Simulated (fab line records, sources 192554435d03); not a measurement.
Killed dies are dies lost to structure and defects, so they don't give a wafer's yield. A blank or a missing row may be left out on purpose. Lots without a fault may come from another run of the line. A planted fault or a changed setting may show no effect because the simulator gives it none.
fab line records | flow n5_finfet
record lots=3 wafers=8 last_day=17
route steps=1938 shown MOL_CONTACT_COAG@601 BEOL_M4@1111 PASSIVATION@1936
lots that met no fault: from a run of the same line without faults
start_h: hours from the record's first day to the start of the lot's first wafer shown | wait_h: hours since the lot's step before | " the same as in the row above | L1.1+2: a row that stands for several wafers | - no value, or no start given | * or withheld: withheld | < > ~ a bound
route shown NAME@n: a module of which the file shows steps, and the number in the route of the first | usual: mean/standard deviation of fault-free wafers | same: alike in all rows | chamber/n: place in a boat | sites: the reading at each site | _std_site: their standard deviation | _edge_site: outer sites' mean less inner sites' | radius_mm: how far each site lies from the wafer's centre | mask NAME#n: copy n | behind: the tool/chamber that last shaped the wafer | hold: why the lot was held/for how many hours/how that ended | device: the transistor (n, p or np) that didn't switch | end of line: the same wafers' tests at the end of the route | a step without rows: its recipe alone | killed: dies lost to structure and defects at the first sort, not the wafer's yield | map: a wafer's dies, x killed, . not, _ none there
set.NAME: the setting as run; set.NAME@STEP: as run at that earlier step | model.NAME: the simulator's own value behind a step, which no gauge read
lots at some steps of the route; a table a step, a row a wafer
services: from which hour (start_h, from the record's first day; less than 0 if before it) a tool's chamber was out of use, for how many hours, and why
## steps
# step N5_MOL_CONTACT_COAG_DEVELOP_39
# recipe develop_time_s=30 developer=TMAH resist=CAR-EUV rinse_liquid=surfactant_rinse dry=air_spin dev_temp_c=23
# step N5_MOL_CONTACT_COAG_DESCUM_45
# recipe chemistry=O2 time_s=7 source_power_w=50 bias_power_w=20 pressure_mtorr=20 rf_frequency_hz=2.712e+07 temp_c=40 resist=CAR-EUV o2_flow_sccm=225
# step N5_MOL_CONTACT_COAG_ETCH_65
# recipe chemistry=N2/H2 target=underlayer target_depth_a=130 mask_material=CAR-EUV time_s=10.4 ion_energy_ev=200 pressure_mtorr=30 source_w=840 bias_w=150 n2_flow_sccm=200 h2_flow_sccm=200 ends=cleared
# step N5_MOL_CONTACT_COAG_ETCH_66
# recipe chemistry=CF4 target=SiARC target_depth_a=130 mask_material=CAR-EUV time_s=21.7 ion_energy_ev=80 pressure_mtorr=40 source_w=545 bias_w=36 Ar_flow_sccm=100 cf4_flow_sccm=100 ends=cleared
# step N5_MOL_CONTACT_COAG_ALD_133
# recipe material=SiO2 target_thk_a=50 temp_c=100 ald_precursor_family=BDEAS ald_co_reactant=O2-plasma pulse_time_s=1 co_reactant_pulse_time_s=1 purge_time_s=2 co_reactant_purge_time_s=2 ald_cycles=35 pressure_torr=2
# step N5_MOL_CONTACT_COAG_ETCHBACK_134
# recipe chemistry=CHF3 target=SiO2 target_depth_a=100 time_s=6.7 ion_energy_ev=200 pressure_mtorr=30 source_w=610 bias_w=170 Ar_flow_sccm=200 CHF3_flow_sccm=50
# step N5_MOL_CONTACT_COAG_ETCH_67
# recipe chemistry=N2/H2 target=SOC target_depth_a=600 overetch_a=210 mask_material=SiARC temp_c=40 time_s=101.2 ion_energy_ev=200 pressure_mtorr=30 source_w=840 bias_w=150 n2_flow_sccm=200 h2_flow_sccm=200
# step N5_MOL_CONTACT_COAG_STRIP_68
# recipe chemistry=N2/H2 temp_c=40 n2_flow_sccm=200 h2_flow_sccm=200 rf_frequency_hz=6e+07
# step N5_MOL_CONTACT_COAG_STRIP_69
# recipe chemistry=N2/H2 temp_c=40 n2_flow_sccm=200 h2_flow_sccm=200 rf_frequency_hz=6e+07
# step N5_MOL_CONTACT_COAG_ETCHBACK_136
# recipe chemistry=CHF3 target=SiO2 target_depth_a=250 time_s=16.7 ion_energy_ev=200 pressure_mtorr=30 source_w=610 bias_w=170 Ar_flow_sccm=200 CHF3_flow_sccm=50
# usual drypump_motor_current_A=5.6/0.52 oes_f_703_au=0.77/0.081 oes_product_au=0.77/0.083 rf_vpp_V=517/14 showerhead_plenum_p_Torr=2.40/0.054 throttle_valve_pct=18.74/0.27
# columns lot.wafer tool chamber start_h wait_h drypump_motor_current_A oes_f_703_au oes_product_au rf_hours_counter_h rf_vpp_V showerhead_plenum_p_Torr throttle_valve_pct model.SOC_of_MOL_CONTACT_COAG_COAT_62.thk_nm
L377.2 rie_diel-05 1 129.23 0.0 4.9 0.67 0.71 166 515 2.41 18.64 57.4
L377.4 " 3 " " 5.6 0.72 0.72 218 529 2.44 18.72 57.2
L377.5 " 3 " " 5.6 0.71 0.71 - 528 2.44 18.69 57
L386.4 rie_diel-06 3 175.68 0.0 4.8 0.86 0.89 - 532 2.33 18.20 57.2
L386.5 " 2 " " 5.4 0.94 0.97 - 532 2.41 18.55 57
L386.6 " 3 " " 4.8 0.86 0.89 - 533 2.33 18.20 57
L393.2 rie_diel-05 1 218.15 0.0 4.9 0.65 0.49 200 515 2.39 18.64 58.4
L393.4 " 1 " " 4.9 0.65 0.50 - 514 2.39 18.64 58.6
# step N5_MOL_CONTACT_COAG_STRIP_120
# recipe chemistry=CHF3 resist=SiARC rf_frequency_hz=6e+07
# step N5_MOL_CONTACT_COAG_VIA_ETCH_117
# recipe chemistry=C4F6/O2 target_depth_a=400 overetch_a=80 mask_material=SOC target=SiO2 bias_w=455 pressure_mtorr=10 time_s=26 source_w=325 Ar_flow_sccm=300 C4F6_flow_sccm=10 O2_flow_sccm=10 ion_energy_ev=575.3 ends=end_point
# usual drypump_motor_current_A=5.6/0.52 oes_f_703_au=0.77/0.084 oes_product_au=0.69/0.068 rf_vpp_V=1567/38 showerhead_plenum_p_Torr=2.86/0.064 throttle_valve_pct=41.0/0.39
# columns lot.wafer tool chamber start_h wait_h drypump_motor_current_A oes_f_703_au oes_product_au rf_hours_counter_h rf_vpp_V showerhead_plenum_p_Torr throttle_valve_pct model.etch.depth_nm model.MOL_CONTACT_COAG.feature_depth_nm
L377.2 rie_diel-05 1 129.27 0.0 4.9 0.66 0.66 166 1561 2.87 40.8 41.11 41.2
L377.4 " 3 " " 5.6 0.72 0.63 218 1599 2.91 40.9 40.03 40
L377.5 " 3 " " 5.6 0.72 0.64 - 1599 2.91 40.9 40.12 40.2
L386.4 rie_diel-06 3 175.73 0.0 4.8 0.86 0.80 - 1609 2.78 40.4 40.18 40.2
L386.5 " 2 " " 5.4 0.96 0.84 - 1604 2.87 41.0 39.16 39.2
L386.6 " 3 " " 4.8 0.86 0.80 - 1609 2.78 40.5 40.2 40.2
L393.2 rie_diel-05 1 218.19 0.0 4.9 0.64 0.68 200 1559 2.86 40.8 45.53 45.6
L393.4 " 1 " " 4.9 0.63 0.68 - 1559 2.86 40.8 45.57 45.6
# step N5_MOL_CONTACT_COAG_ETCH_124
# recipe chemistry=CH3F/O2 target=SiNx target_depth_a=65 mask_material=SOC stop_on=SiOC over_etch_frac=0.3 ion_energy_ev=120 pressure_mtorr=30 source_w=395 bias_w=73 Ar_flow_sccm=150 CH3F_flow_sccm=30 O2_flow_sccm=20 ends=end_point
# usual drypump_motor_current_A=5.6/0.52 oes_f_703_au=0.77/0.082 oes_product_au=0.66/0.067 rf_vpp_V=294/7.6 showerhead_plenum_p_Torr=2.02/0.049 throttle_valve_pct=16.34/0.29
# columns lot.wafer tool chamber start_h wait_h drypump_motor_current_A oes_f_703_au oes_product_au rf_hours_counter_h rf_vpp_V showerhead_plenum_p_Torr throttle_valve_pct
L377.2 rie_diel-05 1 129.29 0.0 4.9 0.67 0.62 166 292 2.02 16.25
L377.4 " 3 " " 5.6 0.71 0.61 218 301 2.05 16.33
L377.5 " 3 " " 5.6 0.71 0.61 - 298 2.05 16.33
L386.4 rie_diel-06 3 175.78 0.0 4.8 0.86 0.77 - 301 1.95 15.78
L386.5 " 2 " " 5.4 0.94 0.81 - 302 2.03 16.10
L386.6 " 3 " " 4.8 0.85 0.77 - 303 1.95 15.76
L393.2 rie_diel-05 1 218.21 0.0 4.9 0.64 0.26 200 291 2.01 16.30
L393.4 " 1 " " 4.9 0.64 0.27 - 291 2.01 16.31
# step N5_MOL_CONTACT_COAG_ETCH_48
# recipe chemistry=C4F6/O2 target_depth_a=150 overetch_a=45 mask_material=SOC target=SiOC bias_w=465 pressure_mtorr=10 time_s=17 source_w=335 Ar_flow_sccm=300 C4F6_flow_sccm=10 O2_flow_sccm=10 ion_energy_ev=576
# usual drypump_motor_current_A=5.6/0.53 oes_f_703_au=0.77/0.083 oes_product_au=0.63/0.073 rf_vpp_V=1569/38 showerhead_plenum_p_Torr=2.86/0.064 throttle_valve_pct=40.5/0.38
# columns lot.wafer tool chamber start_h wait_h drypump_motor_current_A oes_f_703_au oes_product_au rf_hours_counter_h rf_vpp_V showerhead_plenum_p_Torr throttle_valve_pct model.SOC_of_MOL_CONTACT_COAG_COAT_62.thk_nm
L377.2 rie_diel-05 1 129.33 0.0 4.9 0.67 0.60 166 1564 2.87 40.3 46.6
L377.4 " 3 " " 5.6 0.72 0.54 218 1602 2.91 40.4 45.6
L377.5 " 3 " " 5.6 0.72 0.58 - 1602 2.91 40.4 45.4
L386.4 rie_diel-06 3 175.85 0.0 4.8 0.86 0.74 - 1610 2.78 40.0 45.8
L386.5 " 2 " " 5.4 0.96 0.82 - 1605 2.87 40.6 45
L386.6 " 3 " " 4.8 0.86 0.72 - 1612 2.78 40.0 45.6
L393.2 rie_diel-05 1 218.25 0.0 4.9 0.64 0.26 200 1562 2.86 40.2 47.6
L393.4 " 1 " " 4.9 0.64 0.26 - 1562 2.86 40.2 47.8
# step N5_MOL_CONTACT_COAG_STRIP_72
# recipe chemistry=N2/H2 power_w=450 temp_c=40 pressure_mtorr=20 rf_frequency_hz=6e+07 overash_fraction=3 bias_power_w=7 h2_frac=0.5 n2_flow_sccm=200 h2_flow_sccm=200
# step N5_BEOL_M4_RC_MEAS_101
# usual DIBL_N=36.5/2.2 DIBL_P=36.9/2.9 IOFF_N=0.17/0.044 IOFF_P=0.22/0.052 ION_N=671/16 ION_P=461/10 SS_N=71.6/0.73 SS_P=73.5/0.79 VT_N=250/4.1 VT_P=-250/4.1
# columns lot.wafer tool chamber start_h wait_h DIBL_N[mV/V] DIBL_P[mV/V] IOFF_N[nA/um] IOFF_P[nA/um] ION_N[uA/um] ION_P[uA/um] SS_N[mV/dec] SS_P[mV/dec] VT_N[mV] VT_P[mV]
L377.2 prober-01 0 207.15 0.2 35.7 35.7 0.15 0.22 662 462 70.8 73.3 251 -251
L377.4 " 0 " " 37.2 37.0 0.17 0.24 678 467 71.6 73.2 250 -248
L377.5 " 0 " " 36.6 36.8 0.17 0.23 672 456 71.5 73.6 248 -251
L386.4 prober-02 0 259.03 0.5 38.6 40.0 0.23 0.27 699 472 72.3 73.7 245 -246
L386.5 " 0 " " 37.7 37.5 0.20 0.23 671 457 72.1 74.2 247 -246
L386.6 " 0 " " 38.1 40.1 0.22 0.29 689 473 71.1 74.0 245 -243
# step N5_PASSIVATION_PROBE_49
# usual defect_limited_yield=91.3/1.4 killed_at_M0_to_M3=36/10 killed_at_M4_up=13/5.4 killed_at_contacts=12/5.3 killed_at_front_end=39/10 killed_at_other=3.2/2.7 killed_dies=103/16 killed_on_rim=13/4 killed_open=68/13 killed_short=33/6.6 sort_bin_5_function=5.1/0.92 sort_bin_6_memory=3.3/0.68 sort_n_pass=1077/17 sort_yield_pct=91.2/1.4
# same gross_dies=1180 killed_at_back_side=0 sort_bin_4_leakage[%]=0 sort_bin_8_speed[%]=0
# columns lot.wafer tool chamber start_h wait_h defect_limited_yield[%] killed_at_M0_to_M3 killed_at_M4_up killed_at_contacts killed_at_front_end killed_at_other killed_dies killed_on_rim killed_open killed_short sort_bin_5_function[%] sort_bin_6_memory[%] sort_n_pass sort_yield_pct[%]
L377.2 prober-01 - 324.72 0.1 90.6 38 17 10 42 4 111 11 80 29 5.6 3.6 1069 90.6
L377.4 prober-01 - 324.82 0.2 92.5 29 14 5 31 9 88 8 59 29 4.2 2.9 1092 92.5
L377.5 prober-01 - 324.87 0.2 92.3 29 13 11 32 6 91 12 58 31 4.2 3.3 1089 92.3
L386.4 prober-01 - 365.76 0.3 91.2 28 21 6 41 8 104 16 76 21 5.3 2.8 1076 91.2
L386.5 prober-01 - 365.81 0.4 89.7 53 20 21 26 2 122 12 74 45 5.9 4.1 1058 89.7
L386.6 prober-01 - 365.86 0.4 90.5 37 18 8 41 8 112 20 75 31 5.0 4.3 1068 90.5
L393.2 prober-02 - 412.19 0.1 0 47 8 1095 24 6 1180 152 61 35 96.3 3.3 0 0
L393.4 prober-02 - 412.29 0.2 0 38 4 1092 43 3 1180 152 72 36 96.2 3.6 0 0
# killed by level:class
L377.2 STI_FIN_REVEAL:geometric_particle:open=12 BEOL_M2:geometric_particle:open=12 BEOL_M4:geometric_particle:open=10 BEOL_M0_SAQP:geometric_particle:open=9 MOL_CONTACT_COAG:geometric_particle:open=8 FIN_SAQP:geometric_particle:open=7 STARTING-WAFER:geometric_particle:short=5 BEOL_M3:geometric_particle:open=5
L377.4 FIN_SAQP:geometric_particle:open=12 BEOL_M3:geometric_particle:short=6 BEOL_M3:geometric_particle:open=5 MOL_CONTACT_COAG:geometric_particle:open=5 BEOL_M0:geometric_particle:open=5 BEOL_M4:geometric_particle:open=4 DUMMY_GATE:geometric_particle:open=4 BEOL_M0_SAQP:geometric_particle:short=4
L377.5 FIN_SAQP:geometric_particle:open=9 MOL_CONTACT_COAG:geometric_particle:open=8 BEOL_M0_SAQP:geometric_particle:open=7 BEOL_M2:geometric_particle:open=6 FIN_SAQP:geometric_particle:short=5 DUMMY_GATE:geometric_particle:open=4 BEOL_M3:geometric_particle:short=4 STI_FIN_REVEAL:geometric_particle:open=3
L386.4 BEOL_M4:geometric_particle:open=14 BEOL_M0_SAQP:geometric_particle:open=10 FIN_SAQP:geometric_particle:open=8 HKMG_FIN:area_etch=7 STI_FIN_REVEAL:geometric_particle:open=6 BEOL_M2:geometric_particle:open=5 BEOL_M3:geometric_particle:open=5 DUMMY_GATE:geometric_particle:open=4
L386.5 BEOL_M0_SAQP:geometric_particle:short=15 MOL_CONTACT_COAG:geometric_particle:open=12 FIN_SAQP:geometric_particle:open=11 BEOL_M0_SAQP:geometric_particle:open=11 BEOL_M3:geometric_particle:open=10 MOL_CONTACT_COAG:geometric_particle:short=9 BEOL_M2:geometric_particle:open=8 BEOL_M4:geometric_particle:open=6
L386.6 FIN_SAQP:geometric_particle:open=18 BEOL_M0_SAQP:geometric_particle:open=11 BEOL_M0_SAQP:geometric_particle:short=8 BEOL_M4:geometric_particle:open=8 MOL_CONTACT_COAG:geometric_particle:open=7 FIN_SAQP:geometric_particle:short=5 BEOL_M3:geometric_particle:open=5 BEOL_M2:geometric_particle:open=4
L393.2 MOL_CONTACT_COAG:area_etch=1084 BEOL_M0_SAQP:geometric_particle:short=12 BEOL_M0_SAQP:geometric_particle:open=11 MOL_CONTACT_COAG:geometric_particle:open=8 BEOL_M2:geometric_particle:short=7 BEOL_M2:geometric_particle:open=6 BEOL_M3:geometric_particle:open=5 FIN_SAQP:geometric_particle:open=4
L393.4 MOL_CONTACT_COAG:area_etch=1070 MOL_CONTACT_COAG:geometric_particle:open=19 BEOL_M0_SAQP:geometric_particle:short=13 DUMMY_GATE:geometric_particle:open=11 FIN_SAQP:geometric_particle:open=8 STI_FIN_REVEAL:geometric_particle:open=7 BEOL_M0_SAQP:geometric_particle:open=6 BEOL_M3:geometric_particle:open=6
# map L393.2 (x killed, . not)
_________________xxxxxxxxxxxx________________
______________xxxxxxxxxxxxxxxxxx_____________
___________xxxxxxxxxxxxxxxxxxxxxxxx__________
__________xxxxxxxxxxxxxxxxxxxxxxxxxx_________
________xxxxxxxxxxxxxxxxxxxxxxxxxxxxxx_______
_______xxxxxxxxxxxxxxxxxxxxxxxxxxxxxxxx______
______xxxxxxxxxxxxxxxxxxxxxxxxxxxxxxxxxx_____
_____xxxxxxxxxxxxxxxxxxxxxxxxxxxxxxxxxxxx____
____xxxxxxxxxxxxxxxxxxxxxxxxxxxxxxxxxxxxxx___
___xxxxxxxxxxxxxxxxxxxxxxxxxxxxxxxxxxxxxxxx__
___xxxxxxxxxxxxxxxxxxxxxxxxxxxxxxxxxxxxxxxx__
__xxxxxxxxxxxxxxxxxxxxxxxxxxxxxxxxxxxxxxxxxx_
__xxxxxxxxxxxxxxxxxxxxxxxxxxxxxxxxxxxxxxxxxx_
_xxxxxxxxxxxxxxxxxxxxxxxxxxxxxxxxxxxxxxxxxxxx
_xxxxxxxxxxxxxxxxxxxxxxxxxxxxxxxxxxxxxxxxxxxx
_xxxxxxxxxxxxxxxxxxxxxxxxxxxxxxxxxxxxxxxxxxxx
_xxxxxxxxxxxxxxxxxxxxxxxxxxxxxxxxxxxxxxxxxxxx
_xxxxxxxxxxxxxxxxxxxxxxxxxxxxxxxxxxxxxxxxxxxx
_xxxxxxxxxxxxxxxxxxxxxxxxxxxxxxxxxxxxxxxxxxxx
_xxxxxxxxxxxxxxxxxxxxxxxxxxxxxxxxxxxxxxxxxxxx
_xxxxxxxxxxxxxxxxxxxxxxxxxxxxxxxxxxxxxxxxxxxx
__xxxxxxxxxxxxxxxxxxxxxxxxxxxxxxxxxxxxxxxxxx_
__xxxxxxxxxxxxxxxxxxxxxxxxxxxxxxxxxxxxxxxxxx_
___xxxxxxxxxxxxxxxxxxxxxxxxxxxxxxxxxxxxxxxx__
___xxxxxxxxxxxxxxxxxxxxxxxxxxxxxxxxxxxxxxxx__
____xxxxxxxxxxxxxxxxxxxxxxxxxxxxxxxxxxxxxx___
_____xxxxxxxxxxxxxxxxxxxxxxxxxxxxxxxxxxxx____
______xxxxxxxxxxxxxxxxxxxxxxxxxxxxxxxxxx_____
_______xxxxxxxxxxxxxxxxxxxxxxxxxxxxxxxx______
________xxxxxxxxxxxxxxxxxxxxxxxxxxxxxx_______
__________xxxxxxxxxxxxxxxxxxxxxxxxxx_________
___________xxxxxxxxxxxxxxxxxxxxxxxx__________
______________xxxxxxxxxxxxxxxxxx_____________
_________________xxxxxxxxxxxx________________
# map L377.2 (x killed, . not)
_________________............________________
______________....x............._____________
___________...x...x...x............__________
__________....x..........x..x.x....._________
________..................x..........._______
_______................................______
______........x...x............x..x.x..._____
_____..x......x......x.......x.........x.____
____..................x....x...x..........___
___.......................................x__
___........................x..........x....__
__x.......x..x.......x....x.....xx.x...xx.x._
__..x.x.........x..........................._
_...........x....x.x.........x........xx.xx..
_....................x...........x...........
_............................................
_....x.....x...x...............x......x......
_....x..........x..x...........x.........x...
_.................x............xx............
_.................x......x...................
_......................x.......x.............
__..x.......x.x...x.......x..........x....xx_
__.............x................x....x......_
___..x...........x......x...........x......__
___....x.......x.................x.......x.__
____x.................xx.x...xx..........x___
_____.............x....xx.......x..x.....____
______..........x.......x....x......x..._____
_______..x.........................x...______
________........x....................._______
__________......x......x.......x...._________
___________........................__________
______________........x..x......_____________
_________________.......xx...________________
## services
# columns tool chamber start_h hours kind
rie_diel-05 1 121.32 1.8 repair
rie_diel-06 2 144.60 - clean
rie_diel-06 2 144.60 - consumable_replace:focus_ring
rie_diel-06 2 144.60 14.3 scheduled_down
rie_diel-06 2 144.60 14.3 vent_cycle
rie_diel-06 1 173.12 2.4 repair
rie_diel-06 0 174.16 8.3 repair
rie_diel-05 3 211.18 8.2 repair
## key
first_sign step=N5_MOL_CONTACT_COAG_ETCHBACK_136 reading=oes_product_au direction=down sigmas=3.3 usual=0.77 struck=0.49
effect step=N5_MOL_CONTACT_COAG_ETCH_124 reading=oes_product_au direction=down sigmas=5.9 usual=0.66 struck=0.27
effect step=N5_MOL_CONTACT_COAG_ETCH_48 reading=oes_product_au direction=down sigmas=5.1 usual=0.63 struck=0.26
effect step=N5_PASSIVATION_PROBE_49 reading=killed_at_contacts direction=up sigmas=99+ usual=12 struck=1094
model_effect step=N5_MOL_CONTACT_COAG_ETCHBACK_136 value=SOC_of_MOL_CONTACT_COAG_COAT_62.thk_nm without=57.3 struck=58.5
model_effect step=N5_MOL_CONTACT_COAG_VIA_ETCH_117 value=etch.depth_nm without=41.15 struck=45.55
model_effect step=N5_MOL_CONTACT_COAG_ETCH_48 value=SOC_of_MOL_CONTACT_COAG_COAT_62.thk_nm without=46.5 struck=47.7
more_kills_born_at N5_MOL_CONTACT_COAG_VIA_ETCH_117@rie_diel-05=2154
met_at N5_MOL_CONTACT_COAG_ETCHBACK_136
struck_wafers L393.2,L393.4
later_rows_left_out L393.2,L393.4
onset_between 129.23 218.15
fault kind=process_parameter_drift tool=rie_diel-05 chamber=- onset_h=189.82 steps=N5_MOL_CONTACT_COAG_ETCHBACK_136 channel=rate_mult offset=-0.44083 shape=step end_h=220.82 scope=struck_wafers_only
# later_rows_left_out: the simulator's readings of these wafers behind a module that went badly wrong aren't trusted and aren't shown, but for the sort
